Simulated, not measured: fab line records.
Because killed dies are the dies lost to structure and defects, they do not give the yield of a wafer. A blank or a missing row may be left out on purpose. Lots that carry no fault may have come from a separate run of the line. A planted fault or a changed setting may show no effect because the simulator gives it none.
A struck lot beside a sound one | flow nand_harc | 14 out of 1302 route steps
Sound: these wafers, L888.1, L888.2, L888.6. Wafers L881.2, L881.5, L881.6 were the ones struck. The cause comes at the end.
Order at every step that has rows: each side's tool, ch and its chambers, its first start. Under that, the readings that differ: sound wafers | struck wafers | difference of the means | sigmas: that difference in standard deviations of wafers without a fault.
alike: same words and numbers on both sides, and readings whose means sit less than 2 such deviations apart. not compared: any withheld reading, any reading some wafer has no value for, any bound like >300 that may hide the same value, and any number with overlapping values for which the record gives no deviation.
The two part at a step that has a row with sigmas, a row that says differs or no value, or rows on one side only. Non-overlapping numbers with no deviation appear without sigmas and do not part them. A reading that every wafer of one side lacks parts them only if that side has two wafers or more.

NHARC_A_SGD_CUT_STRIP_17: strips in O2.
  sound: rie_diel-01 ch 1,2; struck: rie_diel-01 ch 0,3
  reading      | sound          | struck         | difference | sigmas
  rf_vpp_V (V) | 57.8 57.4 57.8 | 60.7 59.9 58.0 | +1.9       | +2
  alike: drypump_motor_current_A, oes_product_au, showerhead_plenum_p_Torr, throttle_valve_pct
  not compared: rf_hours_counter_h
then, 4 steps without rows for these wafers: NHARC_A_SGD_CUT_PRECLEAN_18 (cleans in SC1); NHARC_A_SGD_CUT_SRD_19; NHARC_A_SGD_CUT_DEP_20 (deposits SiO2, target thk 150 nm); NHARC_A_SGD_CUT_ANNEAL_27 (time 1800 s).
NHARC_A_SGD_CUT_CMP_21: polishes, target thk 148.19 nm.
  sound on cmp-01 ch 0,2,3, day 28 16:06; struck on cmp-04 ch 1,2, day 25 05:04
  alike: motor_current_A, time_to_endpoint_s
NHARC_A_SGD_CUT_THK_MEAS_22: measures by ellipsometry.
  sound: film_metro-02 at day 28 16:21; struck: film_metro-02 at day 25 05:17
  alike: thk_nm
then, 2 steps without rows for these wafers: NHARC_A_SGD_CUT_SRD_23; NHARC_A_SGD_CUT_ETCH_26 (etches SiO2 in dHF, target depth 45.8 nm).
NHARC_A_SGD_CUT_ETCHBACK_24: etches the open film in CH3F/O2, target depth 50 nm, time 92.857 s.
  sound on rie_diel-11 ch 0,1,3, day 28 16:35; struck on rie_diel-08 ch 0,1,3, day 25 05:34
  alike: drypump_motor_current_A, oes_product_au, rf_vpp_V, showerhead_plenum_p_Torr, throttle_valve_pct
  not compared: rf_hours_counter_h
NHARC_A_SGD_CUT_STRIP_28: strips in O2, time 20 s.
  sound: rie_diel-11 ch 0,2; struck: rie_diel-08 ch 0,3
  reading                | sound                | struck               | difference | sigmas
  throttle_valve_pct (%) | 17.023 17.015 17.030 | 17.043 17.038 17.047 | +0.020     | +2
  alike: drypump_motor_current_A, oes_product_au, rf_vpp_V, showerhead_plenum_p_Torr
  not compared: rf_hours_counter_h
NHARC_A_SGD_CUT_INSPECT_25:
  sound: defect_inspect-02 at day 28 16:49; struck: defect_inspect-01 at day 25 05:46
  alike: raw_defect_count
NHARC_A_SLIT_DEP_25: deposits SiO2, target thk 200 nm.
  sound on pecvd-04 ch 0,2, day 28 16:53; struck on pecvd-02 ch 1, day 25 05:56
  reading            | sound             | struck               | difference | sigmas
  rf_fwd_power_W (W) | 898.5 893.9 897.0 | 1041.6 1043.7 1047.7 | +147.9     | +53
  alike: heater_power_w, throttle_valve_pct
NHARC_A_SLIT_DEP_00: deposits aC, target thk 6200 nm.
  sound on acl_dep-03 ch 0, day 28 17:13; struck on acl_dep-02 ch 0, day 25 08:19
  alike: throttle_valve_pct

## WHERE THEY PART
First at NHARC_A_SGD_CUT_STRIP_17; last, within this record, at NHARC_A_SLIT_DEP_25. Later steps at which nothing parts them and some readings are alike: NHARC_A_SLIT_DEP_00.

WHY: what had been put in by the simulator
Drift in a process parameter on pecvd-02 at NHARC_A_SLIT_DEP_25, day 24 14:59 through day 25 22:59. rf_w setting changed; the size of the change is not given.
